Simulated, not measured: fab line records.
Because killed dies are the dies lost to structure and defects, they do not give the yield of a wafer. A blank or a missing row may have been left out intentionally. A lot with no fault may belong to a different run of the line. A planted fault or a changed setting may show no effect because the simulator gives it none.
Split-lot study | flow n5 finfet | 39 wafers read from 7 lots, route of 1938 steps

== ON THE SPLIT ==
At N5_BEOL_M13_DESCUM_33 (chemistry O2, time 7.9 s), the setting time s was moved away from the recipe's 7.9 s on 12 of the 39 wafers read, by -45.5% to +39.1%. For the rest of the wafers, this setting stayed at what the recipe calls for.

Between the split and the reading, the file records no step.

== THE READING ==
coat_of_BEOL_M13_COAT_22.thk nm (the simulator's own value, which no gauge read), in nm, at N5_BEOL_M13_ETCH_67 (etches SiARC in CF4, target depth 143 nm, time 238.3 s). The file gives no usual value for it. Across the 27 wafers here that went through the recipe, the average is 211.6 nm and the standard deviation 0.75 nm.

wafer  | tool, chamber at the split | time s as run, s | against the recipe | coat_of_BEOL_M13_COAT_22.thk nm, nm | against lot-mates on the recipe
L075.1 | rie diel-03, 2             | 7.9              | recipe             | 211.6                               | -
L075.2 | rie diel-03, 0             | 7.9              | recipe             | 211                                 | -
L075.6 | rie diel-03, 3,0           | 7.9              | recipe             | 211                                 | -
L075.3 | rie diel-03, 3,0           | 7.9              | recipe             | 211.2                               | -
L075.4 | rie diel-03, 3             | 7.9              | recipe             | 211.8                               | -
L075.5 | rie diel-03, 2             | 7.9              | recipe             | 211.4                               | -
L084.1 | rie diel-04, 3,0           | 7.9              | recipe             | 212.2                               | -
L084.2 | rie diel-04, 1             | 7.9              | recipe             | 212.2                               | -
L084.4 | rie diel-04, 3,0           | 7.9              | recipe             | 212.2                               | -
L084.6 | rie diel-04, 1,2           | 7.9              | recipe             | 212.2                               | -
L084.3 | rie diel-04, 2             | 7.9              | recipe             | 212.6                               | -
L084.5 | rie diel-04, 1,2           | 7.9              | recipe             | 212                                 | -
L082.1 | rie diel-04, 1             | 5.868            | -25.7%             | 213.8                               | +2.5
L082.2 | rie diel-04, 3             | 5.868            | -25.7%             | 213.6                               | +2.3
L082.3 | rie diel-04, 2             | 7.9              | recipe             | 211.6                               | -
L082.4 | rie diel-04, 0             | 7.9              | recipe             | 211                                 | -
L082.5 | rie diel-04, 3             | 7.9              | recipe             | 211.2                               | -
L082.6 | rie diel-04, 2             | 5.868            | -25.7%             | 212.8                               | +1.5
L087.1 | rie diel-02, 0,2           | 10.99            | +39.1%             | 208.6                               | -2.1
L087.3 | rie diel-02, 2             | 10.99            | +39.1%             | 208.6                               | -2.1
L087.2 | rie diel-02, 3             | 7.9              | recipe             | 211                                 | -
L087.4 | rie diel-02, 3             | 7.9              | recipe             | 210                                 | -
L087.5 | rie diel-02, 0             | 7.9              | recipe             | 211.2                               | -
L087.6 | rie diel-02, 0,2           | 10.99            | +39.1%             | 208.8                               | -1.9
L091.1 | rie diel-04, 2             | 7.9              | recipe             | 212                                 | -
L091.2 | rie diel-04, 0             | 7.9              | recipe             | 212                                 | -
L091.3 | rie diel-04, 1             | 4.308            | -45.5%             | 213                                 | +1.2
L091.4 | rie diel-04, 3             | 4.308            | -45.5%             | 213.8                               | +2.0
L091.5 | rie diel-04, 3             | 4.308            | -45.5%             | 214.4                               | +2.6
L091.6 | rie diel-04, 2             | 7.9              | recipe             | 211.4                               | -
L094.3 | rie diel-04, 3,1           | 7.9              | recipe             | 210.6                               | -
L094.4 | rie diel-04, 3,1           | 7.9              | recipe             | 210.8                               | -
L094.5 | rie diel-04, 3             | 7.9              | recipe             | 210.4                               | -
L096.1 | rie diel-02, 0             | 4.973            | -37.1%             | 214                                 | +1.2
L096.2 | rie diel-02, 2             | 4.973            | -37.1%             | 215                                 | +2.2
L096.3 | rie diel-02, 3             | 7.9              | recipe             | 212.6                               | -
L096.6 | rie diel-02, 2             | 7.9              | recipe             | 212.6                               | -
L096.4 | rie diel-02, 1             | 4.973            | -37.1%             | 214.6                               | +1.8
L096.5 | rie diel-02, 1             | 7.9              | recipe             | 213.2                               | -
When a row names more than one chamber, that row covers several wafers, and the file does not tell which wafer ran in which chamber.

THE FIT
A straight line over all 39 wafers: coat_of_BEOL_M13_COAT_22.thk nm changes by -0.0658 nm for each +1% of time s; r = -0.88; the points scatter about the line by 0.74 nm.
The same after taking each lot's own level away (the mean of its wafers on the recipe; 39 wafers): -0.0509 nm for each +1%; r = -0.92; scatter 0.43 nm.
The reading moves by 2.3 nm for the largest change in time s, on that fit.
From 210.60 to 212.80 nm: that is the span of the lots' own levels, equal to 2.9 times the standard deviation above.
Hence the slope depends on the lot-to-lot level, as the two fits are not the same.
Check: for one of the wafers moved furthest among these (-45.5%), held out of the fit, the line's prediction against its lot-mates is +2.5 nm. It came out at +1.2 nm against them.

== THESE WAFERS: OTHER SPLITS ==
Note: prior to the reading, these wafers also went through further splits. Each is held against what the fit with the lots' levels taken away leaves over:
other split on the same wafers      | wafers away from the commonest value | r with coat_of_BEOL_M13_COAT_22.thk nm (lot level and that fit taken away)
N5_BEOL_M7_DESCUM_33 time s         | 15                                   | +0.04
N5_BEOL_M8_ILD_DEP_00 target thk a  | 18                                   | +0.29
N5_BEOL_M11_ILD_DEP_00 target thk a | 12                                   | +0.15

== THE WHOLE CHAIN: every reading that the file lists as answering this split, in the file's order ==
step                  | what it does                                           | reading                                                                          | change (the file's fit)                | r (the file's)
N5_BEOL_M13_DESCUM_33 | chemistry O2, time 7.9 s                               | coat_of_BEOL_M13_COAT_22.thk nm (the simulator's own value, which no gauge read) | -0.0497 nm for each +1% of the setting | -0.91
N5_BEOL_M13_ETCH_67   | etches SiARC in CF4, target depth 143 nm, time 238.3 s | coat_of_BEOL_M13_COAT_22.thk nm (the simulator's own value, which no gauge read) | -0.0511 nm for each +1% of the setting | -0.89

== THE FILE'S OWN FIT ==
coat_of_BEOL_M13_COAT_22.thk nm changes by -0.0511 nm for each +1% of time s, r = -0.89.
